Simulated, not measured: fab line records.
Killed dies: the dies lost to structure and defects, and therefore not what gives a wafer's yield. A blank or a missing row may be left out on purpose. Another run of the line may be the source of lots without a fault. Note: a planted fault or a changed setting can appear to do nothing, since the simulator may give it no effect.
fab line records	flow n5-finfet
record: lots: 7	wafers: 21
route steps=1938 shown ZERO_LAYER@4 FIN_SAQP@100 FIN_CUT@155 DUMMY_GATE@220 SD_EPI_N@264
start-h: hours from the record's first day to the start of the lot's first wafer shown	wait-h: time in hours since the lot's previous step	" same as the row above	L1.1+2: several wafers, shown together as one row	- value missing, or start not given	* or withheld: withheld	< > ~ a bound
route shown NAME@n: NAME is a module with steps in the file, n the number in the route of the first one	usual: mean/standard deviation of fault-free wafers	same: alike in all rows	chamber/n: place in a boat	sites: per-site readings	_std_site: standard deviation across them	_edge_site: the outer-site mean with the inner-site mean subtracted	radius-mm: how far each site lies from the wafer's centre	mask NAME#n: copy n	behind: the tool/chamber that last shaped the wafer	hold: reason for holding the lot/hours on hold/outcome of the hold	device: transistor that didn't switch, given as n, p or np	end of line: tests of these same wafers at the route's end	a step without rows: its recipe alone	killed: not the wafer's yield, but the dies lost to structure and defects at the first sort	map: per-die view of a wafer (x killed, . not killed, _ where there is no die)
set.NAME: the setting that was run; set.NAME@STEP: the one run at that earlier step	model.NAME: the simulator's own value behind a step, which no gauge read
lots where settings were altered on purpose, with a table for each step and a row for each wafer
== steps ==
step: N5_ZERO_LAYER_PECVD_02
recipe: material: SiO2	target-thk-a: 100	temp-c: 400	precursor: SiH4/N2O	pressure-torr: 0.75	rf-w: 275	time-s: 6
lot.wafer	tool	chamber	start-h	wait-h	set.time-s	model.SiO2_of_ZERO_LAYER_PECVD_02.thk-nm
L078.1	pecvd-02	0	36.28	0.0	6	10.16
L078.2	"	1	"	"	6	10.03
L078.6	"	0	"	"	6	10.23
L079.4	pecvd-02	2	42.31	0.1	6	10.28
L079.5	"	0	"	"	6.866	11.79
L079.6	"	1	"	"	6.866	11.74
L082.2	pecvd-02	0	60.28	0.0	6	9.728
L082.4	"	0	"	"	6	10.04
L082.6	"	1	"	"	6	10.08
L088.2	pecvd-04	2	96.28	0.0	5.31	8.493
L088.5	"	0	"	"	6	9.863
L088.6	"	1	"	"	5.31	8.803
L090.2	pecvd-04	2	108.28	0.0	6.359	10.47
L090.3	"	1	"	"	6	9.867
L090.6	"	2	"	"	6.359	10.59
L092.1	pecvd-01	2	120.28	0.0	6	9.73
L092.5	"	1	"	"	6	9.901
L092.6	"	2	"	"	6	10.01
L094.3	pecvd-01	1	132.28	0.0	6	9.711
L094.5	"	1	"	"	6	9.959
L094.6	"	2	"	"	6	9.887
step: N5_ZERO_LAYER_DEVELOP_10
recipe: develop-time-s: 60	rinse-liquid: diw	dry: air-spin	dev-temp-c: 21
lot.wafer	tool	chamber	start-h	wait-h	set.develop-time-s
L078.1	litho-track-04	0	-	-	60
L078.2+6	"	0	"	"	53.13
L079.4+5+6	litho-track-02	0	-	-	60
L082.2+4+6	litho-track-05	0	-	-	60
L088.2	litho-track-02	0	-	-	66.49
L088.5+6	"	0	"	"	60
L090.2	litho-track-05	0	-	-	64.11
L090.3+6	"	0	"	"	60
L092.1+6	litho-track-05	0	-	-	50.31
L092.5	"	0	"	"	60
L094.3	litho-track-05	0	-	-	49.67
L094.5+6	"	0	"	"	60
step: N5_ZERO_LAYER_HARDBAKE_23
recipe: temp-c: 130	time-s: 120
step: N5_ZERO_LAYER_CD_MEAS_11
recipe: target-cd-nm: 2000	landing-energy-ev: 500	detector: se-inlens
usual: cd-nm: 2000.6/1.4
lot.wafer	tool	chamber	start-h	wait-h	set.develop-time-s@ZERO_LAYER_DEVELOP_10	cd-nm
L078.1	cd-sem-02	0	36.64	-	60	1997.6
L078.2	"	0	"	"	53.13	1996.2
L078.6	"	0	"	"	53.13	1997.1
L079.4	cd-sem-03	0	42.77	-	60	2002.2
L079.5	"	0	"	"	60	2003.0
L079.6	"	0	"	"	60	2001.2
L082.2	cd-sem-01	0	60.77	-	60	2000.0
L082.4	"	0	"	"	60	2002.5
L082.6	"	0	"	"	60	2000.2
L088.2	cd-sem-03	0	96.77	-	66.49	2002.4
L088.5	"	0	"	"	60	1999.1
L088.6	"	0	"	"	60	2000.5
L090.2	cd-sem-01	0	108.64	-	64.11	2002.1
L090.3	"	0	"	"	60	2001.7
L090.6	"	0	"	"	60	2001.4
L092.1	cd-sem-01	0	120.77	-	50.31	1997.4
L092.5	"	0	"	"	60	2002.5
L092.6	"	0	"	"	50.31	1997.5
L094.3	cd-sem-01	0	132.64	-	49.67	1996.3
L094.5	"	0	"	"	60	2000.4
L094.6	"	0	"	"	60	2000.4
step: N5_FIN_SAQP_PECVD_06
recipe: material: a-Si	target-thk-a: 600	temp-c: 400	precursor: SiH4/He	pressure-torr: 3	rf-w: 100	time-s: 48.1
lot.wafer	tool	chamber	start-h	wait-h	set.time-s	model.a-Si_of_FIN_SAQP_PECVD_06.thk-nm
L078.1	pecvd-01	0	45.20	0.0	44.67	55.33
L078.2	"	1	"	"	48.1	59.09
L078.6	"	1	"	"	44.67	55.42
L079.4	pecvd-01	0	51.07	0.0	48.1	60.57
L079.5	"	1	"	"	48.1	60.33
L079.6	"	2	"	"	48.1	61.27
L082.2	pecvd-04	1	69.64	0.0	48.1	59.09
L082.4	"	1	"	"	48.1	60.09
L082.6	"	2	"	"	48.1	59.77
L088.2	pecvd-04	2	106.79	0.0	48.1	60.68
L088.5	"	1	"	"	48.1	61.02
L088.6	"	2	"	"	48.1	60.83
L090.2	pecvd-04	0	117.96	0.0	44.18	55.34
L090.3	"	1	"	"	44.18	55.62
L090.6	"	2	"	"	48.1	61.22
L092.1	pecvd-04	1	129.08	0.0	48.1	59.1
L092.5	"	2	"	"	48.1	59.49
L092.6	"	0	"	"	48.1	59.94
L094.3	pecvd-03	0	142.00	0.0	53.51	65.93
L094.5	"	2	"	"	53.51	66.71
L094.6	"	1	"	"	53.51	66.52
step: N5_FIN_SAQP_THK_MEAS_07
usual: thk-nm: 59.9/0.73
lot.wafer	tool	chamber	start-h	wait-h	set.time-s@FIN_SAQP_PECVD_06	thk-nm
L078.1	film-metro-02	-	45.32	0.1	44.67	55.3
L078.2	"	-	"	"	48.1	59.0
L078.6	"	-	"	"	44.67	55.4
L079.4	film-metro-02	-	51.13	0.0	48.1	60.6
L079.5	"	-	"	"	48.1	60.3
L079.6	"	-	"	"	48.1	61.2
L082.2	film-metro-02	-	69.72	0.1	48.1	59.1
L082.4	"	-	"	"	48.1	60.1
L082.6	"	-	"	"	48.1	59.8
L088.2	film-metro-02	-	106.88	0.1	48.1	60.7
L088.5	"	-	"	"	48.1	61.1
L088.6	"	-	"	"	48.1	60.8
L090.2	film-metro-02	-	118.05	0.1	44.18	55.3
L090.3	"	-	"	"	44.18	55.6
L090.6	"	-	"	"	48.1	61.2
L092.1	film-metro-01	-	129.17	0.1	48.1	59.1
L092.5	"	-	"	"	48.1	59.5
L092.6	"	-	"	"	48.1	60.0
L094.3	film-metro-01	-	142.09	0.1	53.51	65.9
L094.5	"	-	"	"	53.51	66.7
L094.6	"	-	"	"	53.51	66.5
step: N5_FIN_SAQP_COAT_49
recipe: resist: SOC	temp-c: 250	time-s: 60	spin-rpm: 1500	resist-thk-nm: 100
lot.wafer	tool	chamber	start-h	wait-h	set.time-s
L078.1+2+6	litho-track-05	0	45.43	0.1	60
L079.4+5+6	litho-track-05	0	51.26	0.1	51.81
L082.2+4+6	litho-track-05	0	69.84	0.1	60
L088.2+5	litho-track-04	0	106.99	0.1	46.92
L088.6	"	0	"	"	60
L090.2+6	litho-track-04	0	118.20	0.1	48.44
L090.3	"	0	"	"	60
L092.1+5	litho-track-04	0	129.28	0.1	60
L092.6	"	0	"	"	64.27
L094.3+5+6	litho-track-04	0	142.20	0.1	60
step: N5_FIN_SAQP_COAT_50
recipe: resist: SiARC	temp-c: 220	time-s: 60	spin-rpm: 1500	resist-thk-nm: 35
step: N5_FIN_SAQP_COAT_10
recipe: resist: CAR-ArF	spin-rpm: 1500	resist-thk-nm: 90
step: N5_FIN_SAQP_HM_OPEN_73
recipe: chemistry: CHF3/O2	target: SiO2	stop-on: a-Si	target-depth-a: 120	over-etch-frac: 1.8	mask-material: SOC	time-s: 16.8	pressure-mtorr: 30	source-w: 650	bias-w: 170	Ar_flow_sccm: 200	CHF3_flow_sccm: 50	O2_flow_sccm: 5	ion-energy-ev: 200	ends: end-point
step: N5_FIN_SAQP_STRIP_74
recipe: chemistry: CHF3/O2	resist: SiARC	rf-frequency-hz: 6e+07
step: N5_FIN_SAQP_MANDREL_ETCH_22
recipe: target-depth-a: 600	chemistry: HBr/Cl2	target: a-Si	stop-on: SiNx	bt-time-s: 10	over-etch-frac: 0.5	time-s: 30	pressure-mtorr: 10	icp-w: 800	bias-w: 75	HBr_flow_sccm: 150	Cl2_flow_sccm: 80	ends: end-point
lot.wafer	tool	chamber	start-h	wait-h	set.time-s@FIN_SAQP_PECVD_06	model.etch.depth-nm
L078.1	rie-si-05	2	46.20	0.0	44.67	55.33
L078.2	"	0	"	"	48.1	59.09
L078.6	"	2	"	"	44.67	55.42
L079.4	rie-si-05	3	52.05	0.1	48.1	60.57
L079.5	"	2	"	"	48.1	60.33
L079.6	"	1	"	"	48.1	61.26
L082.2	rie-si-05	2	70.53	0.0	48.1	59.07
L082.4	"	0	"	"	48.1	60.09
L082.6	"	1	"	"	48.1	59.77
L088.2	rie-si-04	0	107.82	0.0	48.1	60.68
L088.5	"	0	"	"	48.1	61.02
L088.6	"	3	"	"	48.1	60.83
L090.2	rie-si-03	0	118.95	0.0	44.18	55.34
L090.3	"	1	"	"	44.18	55.6
L090.6	"	3	"	"	48.1	61.19
L092.1	rie-si-03	3	130.28	0.0	48.1	59.1
L092.5	"	1	"	"	48.1	59.49
L092.6	"	2	"	"	48.1	59.93
L094.3	rie-si-05	0	142.95	0.0	53.51	65.93
L094.5	"	0	"	"	53.51	66.7
L094.6	"	2	"	"	53.51	66.52
step: N5_FIN_SAQP_STRIP_55
recipe: chemistry: N2/H2	power-w: 500	temp-c: 40	pressure-mtorr: 50	rf-frequency-hz: 6e+07	overash-fraction: 0.3	bias-power-w: 28	h2-frac: 0.5	n2-flow-sccm: 300	h2-flow-sccm: 300
step: N5_FIN_SAQP_STRIP_23
recipe: chemistry: SPM	time-s: 750	temp-c: 130	h2so4-h2o2-vol-ratio: 4
step: N5_FIN_SAQP_SRD_66
recipe: dry: ipa-marangoni	time-s: 30	temp-c: 23	rinse-liquid: diw
step: N5_FIN_SAQP_RECESS_75
recipe: chemistry: HF/NH3	target: SiO2	target-depth-a: 144	afs-cycles: 3	temp-c: 30	sublimation-temp-c: 180	sublimation-time-s: 60
step: N5_FIN_SAQP_SPACER1_ALD_24
recipe: material: SiO2	target-thk-a: 203	temp-c: 300	ald-precursor-family: BDEAS	ald-co-reactant: O2-plasma	pulse-time-s: 1	purge-time-s: 2	co-reactant-purge-time-s: 2	ald-cycles: 218	pressure-torr: 2
lot.wafer	tool	chamber	start-h	wait-h	set.time-s@FIN_SAQP_PECVD_06	model.a-Si_of_FIN_SAQP_PECVD_06.thk-nm
L078.1+6	ald-sin-01	3,2	47.00	0.3	44.67	55.2
L078.2	"	1	"	"	48.1	59
L079.4	ald-sin-04	3	52.82	0.1	48.1	60.4
L079.5	"	0	"	"	48.1	60.2
L079.6	"	1	"	"	48.1	61
L082.2	ald-sin-02	3	71.44	0.4	48.1	58.8
L082.4	"	1	"	"	48.1	60
L082.6	"	1	"	"	48.1	59.6
L088.2	ald-sin-04	3	108.66	0.3	48.1	60.4
L088.5	"	0	"	"	48.1	60.8
L088.6	"	3	"	"	48.1	60.6
L090.2	ald-sin-04	1	119.86	0.3	44.18	55.2
L090.3	"	2	"	"	44.18	55.4
L090.6	"	3	"	"	48.1	61
L092.1	ald-sin-02	3	131.10	0.3	48.1	59
L092.5	"	0	"	"	48.1	59.4
L092.6	"	1	"	"	48.1	59.8
L094.3	ald-sin-01	1	143.75	0.1	53.51	65.8
L094.5	"	3	"	"	53.51	66.6
L094.6	"	0	"	"	53.51	66.4
step: N5_FIN_CUT_COAT_19
recipe: resist: SiARC	temp-c: 220	time-s: 60	spin-rpm: 1500	resist-thk-nm: 20
lot.wafer	tool	chamber	start-h	wait-h	set.spin-rpm	model.SiARC_of_FIN_CUT_COAT_19.thk-nm
L078.1+2+6	litho-track-01	0	-	-	1500	20
L079.4+5	litho-track-02	0	-	-	1500	20
L079.6	"	0	"	"	1346	21
L082.2+4+6	litho-track-02	0	-	-	1500	20
L088.2	litho-track-03	0	-	-	1448	20.4
L088.5+6	"	0	"	"	1500	20
L090.2+3	litho-track-02	0	-	-	1500	20
L090.6	"	0	"	"	1352	21.2
L092.1+5	litho-track-02	0	-	-	1500	20
L092.6	"	0	"	"	1584	19.6
L094.3+5+6	litho-track-03	0	-	-	1500	20
step: N5_FIN_CUT_COAT_29
recipe: resist: underlayer	temp-c: 205	time-s: 60	spin-rpm: 1500	resist-thk-nm: 10
step: N5_FIN_CUT_COAT_02
recipe: resist: CAR-EUV	spin-rpm: 1500	resist-thk-nm: 30
step: N5_FIN_CUT_DESCUM_13
recipe: chemistry: O2	time-s: 7	source-power-w: 50	bias-power-w: 20	pressure-mtorr: 20	rf-frequency-hz: 2.712e+07	temp-c: 40	resist: CAR-EUV	o2-flow-sccm: 225
step: N5_FIN_CUT_ETCH_30
recipe: chemistry: N2/H2	target: underlayer	target-depth-a: 130	mask-material: CAR-EUV	time-s: 10.4	ion-energy-ev: 200	pressure-mtorr: 30	source-w: 840	bias-w: 150	n2-flow-sccm: 200	h2-flow-sccm: 200	ends: cleared
step: N5_FIN_CUT_ETCH_20
recipe: chemistry: CF4	target: SiARC	target-depth-a: 260	mask-material: CAR-EUV	time-s: 43.3	ion-energy-ev: 80	pressure-mtorr: 40	source-w: 545	bias-w: 36	Ar_flow_sccm: 100	cf4-flow-sccm: 100	ends: cleared
usual: etch-rf-on-time-s: 43.2/0.57
lot.wafer	tool	chamber	start-h	wait-h	set.spin-rpm@FIN_CUT_COAT_19	etch-rf-on-time-s	model.etch.depth-nm
L078.1	rie-diel-06	1	50.74	0.0	1500	42.9	20.01
L078.2	"	2	"	"	1500	43.1	19.99
L078.6	"	0	"	"	1500	42.5	20.02
L079.4	rie-diel-06	3	56.81	0.0	1500	43.2	20.02
L079.5	"	0	"	"	1500	41.8	19.97
L079.6	"	1	"	"	1346	45.1	21.08
L082.2	rie-diel-05	2	75.38	0.0	1500	42.9	19.93
L082.4	"	1	"	"	1500	42.5	19.91
L082.6	"	1	"	"	1500	42.8	19.92
L088.2	rie-diel-05	1	112.41	0.0	1448	44.1	20.31
L088.5	"	1	"	"	1500	43.1	19.99
L088.6	"	0	"	"	1500	44.1	19.97
L090.2	rie-diel-05	3	123.42	0.0	1500	43.9	20
L090.3	"	2	"	"	1500	43.1	20.04
L090.6	"	0	"	"	1352	46.2	21.13
L092.1	rie-diel-06	0	135.11	0.0	1500	42.7	19.99
L092.5	"	0	"	"	1500	43.0	20.08
L092.6	"	3	"	"	1584	42.1	19.5
L094.3	rie-diel-06	3	147.68	0.0	1500	44.0	20
L094.5	"	3	"	"	1500	44.1	20.03
L094.6	"	0	"	"	1500	43.5	20.01
step: N5_FIN_CUT_ETCH_21
recipe: chemistry: N2/H2	target: SOC	target-depth-a: 2190	overetch-a: 438	mask-material: SiARC	temp-c: 40	ion-energy-ev: 100	bias-w: 61	time-s: 523.5	pressure-mtorr: 30	source-w: 850	n2-flow-sccm: 200	h2-flow-sccm: 200
lot.wafer	tool	chamber	start-h	wait-h	set.spin-rpm@FIN_CUT_COAT_19	model.SiARC_of_FIN_CUT_COAT_19.thk-nm
L078.1+2+6	rie-diel-06	1,2,0	50.78	0.0	1500	11.8
L079.4	rie-diel-06	3	56.85	0.0	1500	12
L079.5	"	0	"	"	1500	11.8
L079.6	"	1	"	"	1346	12.8
L082.2+4+6	rie-diel-05	2,1,1	75.41	0.0	1500	11.8
L088.2	rie-diel-05	1	112.44	0.0	1448	12.2
L088.5+6	"	1,0	"	"	1500	12
L090.2+3	rie-diel-05	3,2	123.46	0.0	1500	12
L090.6	"	0	"	"	1352	13.2
L092.1+5	rie-diel-06	0	135.15	0.0	1500	11.8
L092.6	"	3	"	"	1584	11.4
L094.3+5+6	rie-diel-06	3,3,0	147.72	0.0	1500	11.8
step: N5_DUMMY_GATE_HM_DEP_06
recipe: material: SiNx	target-thk-a: 800	precursor: DCS/NH3	temp-c: 700	pressure-mtorr: 300	time-s: 5141
lot.wafer	tool	chamber	start-h	wait-h	set.time-s	model.SiNx_of_DUMMY_GATE_HM_DEP_06.thk-nm
L078.1	-	-	-	0.0	4854	75.4
L078.2	"	-	"	"	4854	75.2
L078.6	"	-	"	"	4854	76
L079.4	-	-	-	0.0	5141	78.6
L079.5	"	-	"	"	5141	80
L079.6	"	-	"	"	5141	79.2
L082.2	lpcvd-02	1/95	91.66	0.0	5141	81.4
L082.4	"	1/104	"	"	5141	81.2
L082.6	"	1/114	"	"	5141	80.8
L088.2	-	-	-	0.6	5489	85
L088.5	"	-	"	"	5489	84.6
L088.6	"	-	"	"	5489	85.2
L090.2	-	-	-	0.0	5141	79.8
L090.3	"	-	"	"	5141	80.4
L090.6	"	-	"	"	5141	80
L092.1	-	-	-	0.0	5494	85
L092.5+6	"	-	"	"	5494	85.2
L094.3	-	-	-	0.0	5902	93.4
L094.5	"	-	"	"	5902	92.8
L094.6	"	-	"	"	5902	92.4
step: N5_SD_EPI_N_COAT_03
recipe: resist: CAR-ArF-block	spin-rpm: 1500	resist-thk-nm: 150
lot.wafer	tool	chamber	start-h	wait-h	set.spin-rpm	model.CAR-ArF-block_of_SD_EPI_N_COAT_03.thk-nm
L078.1	litho-track-03	0	-	-	1500	149.8
L078.2	"	0	"	"	1500	150.2
L078.6	"	0	"	"	1500	150.4
L079.4+5	litho-track-03	0	-	-	1500	150.8
L079.6	"	0	"	"	1425	155
L082.2	litho-track-01	0	-	-	1500	150.4
L082.4	"	0	"	"	1500	150
L082.6	"	0	"	"	1500	149.8
L088.2	litho-track-01	0	-	-	1398	155.2
L088.5	"	0	"	"	1500	150.2
L088.6	"	0	"	"	1398	155.4
L090.2	litho-track-05	0	-	-	1500	150.2
L090.3	"	0	"	"	1411	154.8
L090.6	"	0	"	"	1411	155
L092.1	litho-track-01	0	-	-	1500	149.2
L092.5	"	0	"	"	1500	149.4
L092.6	"	0	"	"	1431	153
L094.3+5	litho-track-03	0	-	-	1500	150.4
L094.6	"	0	"	"	1365	157.2
== key ==
split: step: N5_ZERO_LAYER_PECVD_02	setting: time-s	stated: 6	by: wafer
response: step: N5_ZERO_LAYER_PECVD_02	reading: model.SiO2_of_ZERO_LAYER_PECVD_02.thk-nm	change: +0.105	per: 1%	r: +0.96
split: step: N5_ZERO_LAYER_DEVELOP_10	setting: develop-time-s	stated: 60	by: wafer
response: step: N5_ZERO_LAYER_CD_MEAS_11	reading: cd-nm	change: +0.228	per: 1%	r: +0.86
split: step: N5_FIN_SAQP_PECVD_06	setting: time-s	stated: 48.1	by: wafer
response: step: N5_FIN_SAQP_PECVD_06	reading: model.a-Si_of_FIN_SAQP_PECVD_06.thk-nm	change: +0.625	per: 1%	r: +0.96
response: step: N5_FIN_SAQP_THK_MEAS_07	reading: thk-nm	change: *	per: 1%	r: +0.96
response: step: N5_FIN_SAQP_MANDREL_ETCH_22	reading: model.etch.depth-nm	change: +0.624	per: 1%	r: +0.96
response: step: N5_FIN_SAQP_SPACER1_ALD_24	reading: model.a-Si_of_FIN_SAQP_PECVD_06.thk-nm	change: +0.627	per: 1%	r: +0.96
split: step: N5_FIN_SAQP_COAT_49	setting: time-s	stated: 60	by: wafer
response none clear
split: step: N5_FIN_CUT_COAT_19	setting: spin-rpm	stated: 1500	by: wafer
response: step: N5_FIN_CUT_COAT_19	reading: model.SiARC_of_FIN_CUT_COAT_19.thk-nm	change: -0.105	per: 1%	r: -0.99
response: step: N5_FIN_CUT_ETCH_20	reading: etch-rf-on-time-s	change: *	per: 1%	r: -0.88
response: step: N5_FIN_CUT_ETCH_20	reading: model.etch.depth-nm	change: -0.107	per: 1%	r: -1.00
response: step: N5_FIN_CUT_ETCH_21	reading: model.SiARC_of_FIN_CUT_COAT_19.thk-nm	change: -0.0976	per: 1%	r: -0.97
split: step: N5_DUMMY_GATE_HM_DEP_06	setting: time-s	stated: 5141	by: lot
response: step: N5_DUMMY_GATE_HM_DEP_06	reading: model.SiNx_of_DUMMY_GATE_HM_DEP_06.thk-nm	change: +0.827	per: 1%	r: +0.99
split: step: N5_SD_EPI_N_COAT_03	setting: spin-rpm	stated: 1500	by: wafer
response: step: N5_SD_EPI_N_COAT_03	reading: model.CAR-ArF-block_of_SD_EPI_N_COAT_03.thk-nm	change: -0.776	per: 1%	r: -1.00
